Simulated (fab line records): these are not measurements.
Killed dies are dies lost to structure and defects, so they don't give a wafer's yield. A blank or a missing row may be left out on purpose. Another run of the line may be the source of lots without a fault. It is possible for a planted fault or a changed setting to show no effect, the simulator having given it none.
fab line records + flow n5Finfet
record
- lots=11
- wafers=33
- lastDay=18
route steps=1938 shown BEOL_M15@1828 PASS1_DEP@1831 MIM_BOT_ETCH@1867 TV_LITHO@1884
lots untouched by any fault: they come from a run of this same line in which no faults occurred
startH: hours from the record's opening day to when the first of the lot's shown wafers began + waitH: hours elapsed since this lot's preceding step + " identical to the entry in the row above + L1.1+2: one row covering several wafers at once + - no value, or no start was given + * or withheld: withheld + < > ~ a bound
route shown NAME@n: NAME is a module with steps in the file, n the number in the route of the first one + usual: mean/standard deviation of fault-free wafers + same: alike in all rows + chamber/n: place in a boat + sites: per-site readings + _std_site: standard deviation of those values + _edge_site: inner sites' mean taken away from outer sites' mean + radiusMm: for every site, how far away it sits from the centre of the wafer + mask NAME#n: copy n + behind: the last tool/chamber to shape the wafer + hold: why the lot was held/for how many hours/how that ended + device: whichever transistor did not switch (one of n, p or np) + end of line: tests run on the same wafers once the route is complete + step lacking rows: just its recipe + killed: count of dies lost to structure and defects at first sort (not the wafer's yield) + map: dies across one wafer; x = killed, . = not, _ = none there
set.NAME: the setting that was run; set.NAME@STEP: the one run at that earlier step + model.NAME: the simulator's own value behind a step, which no gauge read
steps of the route over a sample of lots; a table a step, a row a wafer
services: from which hour (startH, from the record's first day; less than 0 if before it) a tool's chamber was out of use, for how many hours, and why
## steps
# step N5_BEOL_M15_RS_MEAS_54
# recipe
- thkMeasGauge=four-point-probe
- reads=Cu_of_BEOL_M15_ECD_47+Ta_of_BEOL_M15_SPUTTER_44+TaN_of_BEOL_M15_SPUTTER_43
# usual
- M15_RS=0.0217/0.00046
| lot.wafer | tool         | chamber | startH | waitH | M15_RS[ohm/sq] |
|-----------|--------------|---------|--------|-------|----------------|
| L479.2    | filmMetro-01 | -       | 267.93 | 0.1   | 0.0216         |
| L479.5    | "            | -       | "      | "     | 0.0218         |
| L479.6    | "            | -       | "      | "     | 0.0214         |
| L478.1    | filmMetro-02 | -       | 270.63 | 0.0   | 0.0211         |
| L478.3    | "            | -       | "      | "     | 0.0219         |
| L478.4    | "            | -       | "      | "     | 0.0212         |
| L483.1    | filmMetro-01 | -       | 285.05 | 0.0   | 0.0208         |
| L483.3    | "            | -       | "      | "     | 0.0214         |
| L483.4    | "            | -       | "      | "     | 0.0209         |
| L484.2    | filmMetro-02 | -       | 292.81 | 0.1   | 0.0208         |
| L484.5    | "            | -       | "      | "     | 0.0209         |
| L484.6    | "            | -       | "      | "     | 0.0218         |
| L486.2    | filmMetro-02 | -       | 315.85 | 0.1   | 0.0222         |
| L486.4    | "            | -       | "      | "     | 0.0220         |
| L486.5    | "            | -       | "      | "     | 0.0222         |
| L488.1    | filmMetro-02 | -       | 321.08 | 0.0   | 0.0218         |
| L488.5    | "            | -       | "      | "     | 0.0222         |
| L488.6    | "            | -       | "      | "     | 0.0217         |
| L485.1    | filmMetro-01 | -       | 349.33 | 0.0   | 0.0218         |
| L485.3    | "            | -       | "      | "     | 0.0221         |
| L485.4    | "            | -       | "      | "     | 0.0211         |
| L499.1    | filmMetro-01 | -       | 387.89 | 0.1   | 0.0211         |
| L499.4    | "            | -       | "      | "     | 0.0213         |
| L499.6    | "            | -       | "      | "     | 0.0215         |
| L501.3    | filmMetro-02 | -       | 393.10 | 0.1   | 0.0212         |
| L501.5    | "            | -       | "      | "     | 0.0212         |
| L501.6    | "            | -       | "      | "     | 0.0215         |
| L500.2    | filmMetro-02 | -       | 393.46 | 0.1   | 0.0211         |
| L500.4    | "            | -       | "      | "     | 0.0221         |
| L500.5    | "            | -       | "      | "     | 0.0217         |
| L495.3    | filmMetro-01 | -       | 411.57 | 0.1   | 0.0222         |
| L495.4    | "            | -       | "      | "     | 0.0222         |
| L495.5    | "            | -       | "      | "     | 0.0220         |
# step N5_PASSIVATION_PECVD_00
# recipe
- material=SiO2
- targetThkA=2000
- tempC=400
- precursor=SiH4/N2O
- pressureTorr=2.7
- rfW=608
- timeS=11.2
# usual
- heaterPowerW=721/62
- showerheadPlenumPTorr=8.15/0.067
- showerheadVppV=1501/89
- throttleValvePct=50.5/2.6
| lot.wafer | tool     | chamber | startH | waitH | heaterPowerW | showerheadPlenumPTorr | showerheadVppV | sinceWetCleanH | throttleValvePct |
|-----------|----------|---------|--------|-------|--------------|-----------------------|----------------|----------------|------------------|
| L479.2    | pecvd-01 | 1       | 268.95 | 0.7   | 716          | 8.04                  | 1525           | 1517           | 51.6             |
| L479.5    | "        | 0       | "      | "     | 661          | 8.20                  | 1511           | -              | 52.1             |
| L479.6    | "        | 2       | "      | "     | 770          | 8.24                  | 1459           | -              | 46.8             |
| L478.1    | pecvd-04 | 0       | 271.66 | 0.8   | 719          | 8.10                  | 1644           | 1338           | 52.4             |
| L478.3    | "        | 1       | "      | "     | 731          | 8.22                  | 1430           | 2063           | 49.4             |
| L478.4    | "        | 1       | "      | "     | 768          | 8.17                  | 1422           | -              | 49.4             |
| L483.1    | pecvd-04 | 0       | 286.06 | 0.8   | 685          | 8.11                  | 1657           | 1352           | 52.6             |
| L483.3    | "        | 1       | "      | "     | 721          | 8.20                  | 1375           | 2077           | 49.2             |
| L483.4    | "        | 0       | "      | "     | 703          | 8.08                  | 1689           | -              | 52.4             |
| L484.2    | pecvd-03 | 0       | 293.83 | 0.7   | 668          | 8.10                  | 1492           | 998            | 51.7             |
| L484.5    | "        | 1       | "      | "     | 634          | 8.16                  | 1341           | -              | 54.6             |
| L484.6    | "        | 0       | "      | "     | 709          | 8.11                  | 1516           | -              | 51.5             |
| L486.2    | pecvd-04 | 0       | 316.86 | 0.7   | 699          | 8.08                  | 1650           | 1383           | 52.6             |
| L486.4    | "        | 0       | "      | "     | 678          | 8.10                  | 1674           | -              | 52.7             |
| L486.5    | "        | 1       | "      | "     | 767          | 8.19                  | 1377           | -              | 49.3             |
| L488.1    | pecvd-01 | 2       | 322.10 | 0.8   | 682          | 8.23                  | 1442           | 91             | 46.9             |
| L488.5    | "        | 0       | "      | "     | 685          | 8.20                  | 1513           | -              | 52.4             |
| L488.6    | "        | 1       | "      | "     | 750          | 8.03                  | 1553           | -              | 51.4             |
| L485.1    | pecvd-01 | 1       | 350.35 | 0.8   | 808          | 8.03                  | 1540           | 1598           | 51.6             |
| L485.3    | "        | 2       | "      | "     | 760          | 8.25                  | 1458           | 119            | 47.1             |
| L485.4    | "        | 1       | "      | "     | 843          | 8.04                  | 1522           | -              | 51.5             |
| L499.1    | pecvd-01 | 0       | 388.90 | 0.8   | 697          | 8.20                  | 1530           | 912            | 52.7             |
| L499.4    | "        | 0       | "      | "     | 688          | 8.21                  | 1511           | -              | 52.7             |
| L499.6    | "        | 1       | "      | "     | 743          | 8.04                  | 1531           | -              | 51.6             |
| L501.3    | pecvd-01 | 0       | 394.12 | 0.5   | 700          | 8.21                  | 1519           | 917            | 52.9             |
| L501.5    | "        | 2       | "      | "     | 765          | 8.23                  | 1438           | -              | 47.5             |
| L501.6    | "        | 1       | "      | "     | 792          | 8.03                  | 1524           | -              | 51.6             |
| L500.2    | pecvd-03 | 2       | 394.48 | 0.7   | 817          | 8.17                  | 1622           | 344            | 46.0             |
| L500.4    | "        | 0       | "      | "     | 764          | 8.12                  | 1507           | -              | 51.8             |
| L500.5    | "        | 2       | "      | "     | 851          | 8.15                  | 1624           | -              | 46.1             |
| L495.3    | pecvd-03 | 1       | 412.59 | 0.5   | 775          | 8.15                  | 1343           | 1841           | 54.7             |
| L495.4    | "        | 0       | "      | "     | 702          | 8.12                  | 1529           | -              | 51.5             |
| L495.5    | "        | 2       | "      | "     | 762          | 8.17                  | 1592           | -              | 46.2             |
# step N5_MIM_BOT_ETCH_ETCH_03
# recipe
- chemistry=Cl2/BCl3
- targetDepthA=120
- pressureMtorr=8
- icpW=800
- biasW=100
- Cl2_flow_sccm=20
- bcl3FlowSccm=80
# usual
- drypumpMotorCurrentA=5.7/0.55
- mfcCl2Sccm=20.00/0.057
- oesProductAu=0.76/0.12
- rfFwdPowerW=794.4/2.3
- throttleValvePct=27.38/0.28
| lot.wafer | tool        | chamber | startH | waitH | drypumpMotorCurrentA | mfcCl2Sccm | oesProductAu | rfFwdPowerW | rfHoursCounterH | throttleValvePct |
|-----------|-------------|---------|--------|-------|----------------------|------------|--------------|-------------|-----------------|------------------|
| L479.2    | rieMetal-03 | 1       | 275.68 | 0.1   | 4.9                  | 20.07      | 0.80         | 798.0       | -               | 27.45            |
| L479.5    | "           | 1       | "      | "     | 4.9                  | 20.00      | 0.80         | 794.8       | -               | 27.45            |
| L479.6    | "           | 1       | "      | "     | 5.0                  | 20.01      | 0.79         | 797.3       | -               | 27.45            |
| L478.1    | rieMetal-02 | 1       | 276.45 | 0.1   | 6.5                  | 19.98      | 0.68         | 794.7       | 106             | 27.17            |
| L478.3    | "           | 0       | "      | "     | 5.2                  | 19.98      | 0.67         | 796.1       | -               | 27.20            |
| L478.4    | "           | 1       | "      | "     | 6.5                  | 20.03      | 0.68         | 795.5       | -               | 27.20            |
| L483.1    | rieMetal-02 | 1       | 290.60 | 0.1   | 6.5                  | 20.00      | 0.67         | 793.8       | 109             | 27.16            |
| L483.3    | "           | 1       | "      | "     | 6.5                  | 20.08      | 0.68         | 793.3       | -               | 27.18            |
| L483.4    | "           | 0       | "      | "     | 5.2                  | 20.08      | 0.67         | 791.3       | -               | 27.18            |
| L484.2    | rieMetal-02 | 0       | 296.92 | 0.1   | 5.2                  | 20.03      | 0.66         | 794.1       | 96              | 27.20            |
| L484.5    | "           | 0       | "      | "     | 5.1                  | 20.03      | 0.66         | 796.4       | -               | 27.20            |
| L484.6    | "           | 1       | "      | "     | 6.5                  | 20.00      | 0.68         | 798.6       | -               | 27.18            |
| L486.2    | rieMetal-02 | 1       | 324.49 | 0.1   | 6.5                  | 19.97      | 0.87         | 1273.9      | 111             | 27.19            |
| L486.4    | "           | 1       | "      | "     | 6.5                  | 19.96      | 0.89         | 1276.7      | -               | 27.18            |
| L486.5    | "           | 0       | "      | "     | 5.2                  | 19.99      | 0.86         | 1272.4      | -               | 27.19            |
| L488.1    | rieMetal-02 | 0       | 325.22 | 0.1   | 5.1                  | 19.90      | 0.86         | 1273.1      | 98              | 27.22            |
| L488.5    | "           | 0       | "      | "     | 5.2                  | 19.88      | 0.85         | 1275.2      | -               | 27.20            |
| L488.6    | "           | 1       | "      | "     | 6.5                  | 19.99      | 0.88         | 1277.0      | -               | 27.19            |
| L485.1    | rieMetal-02 | 1       | 353.56 | 0.1   | 6.5                  | 19.95      | 1.29         | 1271.9      | 2               | 27.33            |
| L485.3    | "           | 1       | "      | "     | 6.5                  | 19.99      | 1.29         | 1273.7      | -               | 27.33            |
| L485.4    | "           | 0       | "      | "     | 5.1                  | 19.97      | 0.84         | 1273.8      | -               | 27.21            |
| L499.1    | rieMetal-01 | 1       | 392.21 | 0.1   | 5.7                  | 19.94      | 0.70         | 792.4       | 66              | 27.19            |
| L499.4    | "           | 1       | "      | "     | 5.7                  | 20.05      | 0.70         | 794.2       | -               | 27.19            |
| L499.6    | "           | 1       | "      | "     | 5.7                  | 20.09      | 0.71         | 796.0       | -               | 27.20            |
| L501.3    | rieMetal-01 | 0       | 397.25 | 0.1   | 5.6                  | 20.05      | 0.95         | 789.4       | -               | 28.10            |
| L501.5    | "           | 1       | "      | "     | 5.6                  | 20.01      | 0.69         | 793.1       | -               | 27.20            |
| L501.6    | "           | 0       | "      | "     | 5.7                  | 19.97      | 0.96         | 792.8       | -               | 28.09            |
| L500.2    | rieMetal-03 | 0       | 399.81 | 0.1   | 5.7                  | 20.09      | 0.85         | 794.7       | 12              | 27.66            |
| L500.4    | "           | 0       | "      | "     | 5.7                  | 19.97      | 0.85         | 792.5       | -               | 27.66            |
| L500.5    | "           | 1       | "      | "     | 4.9                  | 19.97      | 0.77         | 791.5       | -               | 27.47            |
| L495.3    | rieMetal-02 | 1       | 416.41 | 0.1   | 6.5                  | 19.97      | 0.92         | 791.8       | -               | 27.33            |
| L495.4    | "           | 0       | "      | "     | 5.1                  | 20.06      | 0.96         | 797.9       | -               | 27.44            |
| L495.5    | "           | 1       | "      | "     | 6.5                  | 19.97      | 0.92         | 794.3       | -               | 27.32            |
# step N5_PASSIVATION_OVL_MEAS_60
# recipe
- pointsPerWafer=44
# usual
- TV_OVL=-2/4.2
| lot.wafer | tool       | chamber | startH | waitH | TV_OVL[nm] |
|-----------|------------|---------|--------|-------|------------|
| L479.2    | overlay-02 | 0       | 277.06 | 0.0   | -9         |
| L479.5    | "          | 0       | "      | "     | -10        |
| L479.6    | "          | 0       | "      | "     | -5         |
| L478.1    | overlay-01 | 0       | 279.80 | 0.0   | -5         |
| L478.3    | "          | 0       | "      | "     | 2          |
| L478.4    | "          | 0       | "      | "     | 1          |
| L483.1    | overlay-02 | 0       | 294.06 | 0.0   | 3          |
| L483.3    | "          | 0       | "      | "     | 3          |
| L483.4    | "          | 0       | "      | "     | -2         |
| L484.2    | overlay-01 | 0       | 299.77 | 0.0   | -11        |
| L484.5    | "          | 0       | "      | "     | -7         |
| L484.6    | "          | 0       | "      | "     | -6         |
| L486.2    | overlay-02 | 0       | 325.71 | 0.0   | -7         |
| L486.4    | "          | 0       | "      | "     | 2          |
| L486.5    | "          | 0       | "      | "     | 2          |
| L488.1    | overlay-02 | 0       | 326.66 | 0.0   | -13        |
| L488.5    | "          | 0       | "      | "     | -3         |
| L488.6    | "          | 0       | "      | "     | -8         |
| L485.1    | overlay-01 | 0       | 355.66 | 0.0   | 3          |
| L485.3    | "          | 0       | "      | "     | 4          |
| L485.4    | "          | 0       | "      | "     | -2         |
| L499.1    | overlay-02 | 0       | 394.03 | 0.0   | -8         |
| L499.4    | "          | 0       | "      | "     | 3          |
| L499.6    | "          | 0       | "      | "     | 1          |
| L501.3    | overlay-02 | 0       | 399.07 | 0.0   | 0          |
| L501.5    | "          | 0       | "      | "     | -1         |
| L501.6    | "          | 0       | "      | "     | 2          |
| L500.2    | overlay-02 | 0       | 402.86 | 0.0   | 0          |
| L500.4    | "          | 0       | "      | "     | -3         |
| L500.5    | "          | 0       | "      | "     | 3          |
| L495.3    | overlay-01 | 0       | 418.36 | 0.0   | -9         |
| L495.4    | "          | 0       | "      | "     | -8         |
| L495.5    | "          | 0       | "      | "     | -5         |
## services
| tool        | chamber | startH | hours | kind                         |
|-------------|---------|--------|-------|------------------------------|
| pecvd-01    | 0       | 248.25 | 4.4   | repair                       |
| pecvd-03    | 1       | 249.05 | 5.5   | scheduledDown                |
| pecvd-01    | 1       | 260.05 | 5.9   | repair                       |
| rieMetal-03 | 0       | 261.91 | -     | clean                        |
| rieMetal-03 | 0       | 261.91 | 17.3  | scheduledDown                |
| pecvd-03    | -       | 273.89 | 2.8   | pm                           |
| rieMetal-03 | 1       | 315.84 | 18.4  | repair                       |
| rieMetal-02 | 1       | 328.68 | -     | clean                        |
| rieMetal-02 | 1       | 328.68 | 18.1  | scheduledDown                |
| rieMetal-02 | 1       | 328.68 | 18.1  | ventCycle                    |
| rieMetal-02 | -       | 366.12 | 0.7   | repair                       |
| pecvd-04    | 1       | 378.30 | 10.9  | repair                       |
| pecvd-03    | 0       | 383.75 | 5.5   | scheduledDown                |
| pecvd-04    | 1       | 389.33 | -     | clean                        |
| pecvd-04    | 1       | 389.33 | -     | consumableReplace:showerhead |
| pecvd-04    | 1       | 389.33 | 29.0  | scheduledDown                |
| pecvd-04    | 1       | 389.33 | 29.0  | ventCycle                    |
| rieMetal-02 | 0       | 392.72 | -     | clean                        |
| rieMetal-02 | 0       | 392.72 | 13.4  | scheduledDown                |
| rieMetal-02 | 0       | 392.72 | 13.4  | ventCycle                    |
| pecvd-04    | 0       | 397.30 | 8.2   | repair                       |
| pecvd-04    | -       | 403.90 | 1.1   | repair                       |
| rieMetal-01 | -       | 415.14 | 2.8   | pm                           |
| pecvd-01    | 0       | 415.46 | 2.1   | scheduledDown                |
## key
firstSign
- step=N5_MIM_BOT_ETCH_ETCH_03
- reading=rfFwdPowerW
- direction=up
- sigmas=99+
- usual=*
- struck=*
effect
- step=N5_MIM_BOT_ETCH_ETCH_03
- reading=oesProductAu
- direction=up
- sigmas=1.7
- usual=0.76
- struck=0.96
- wafersMoved=2
metAt N5_MIM_BOT_ETCH_ETCH_03
struckLots L485,L486,L488
notActingAt N5_BEOL_M15_RS_MEAS_54,N5_PASSIVATION_PECVD_00,N5_PASSIVATION_OVL_MEAS_60
onsetBetween 296.92 324.49
fault
- kind=processParameterDrift
- tool=rieMetal-02
- chamber=-
- onsetH=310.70
- steps=N5_MIM_BOT_ETCH_ETCH_03
- channel=icpW
- offset=480
- shape=step
- endH=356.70
- actsIn=theseRecipesOnly
- stated=800
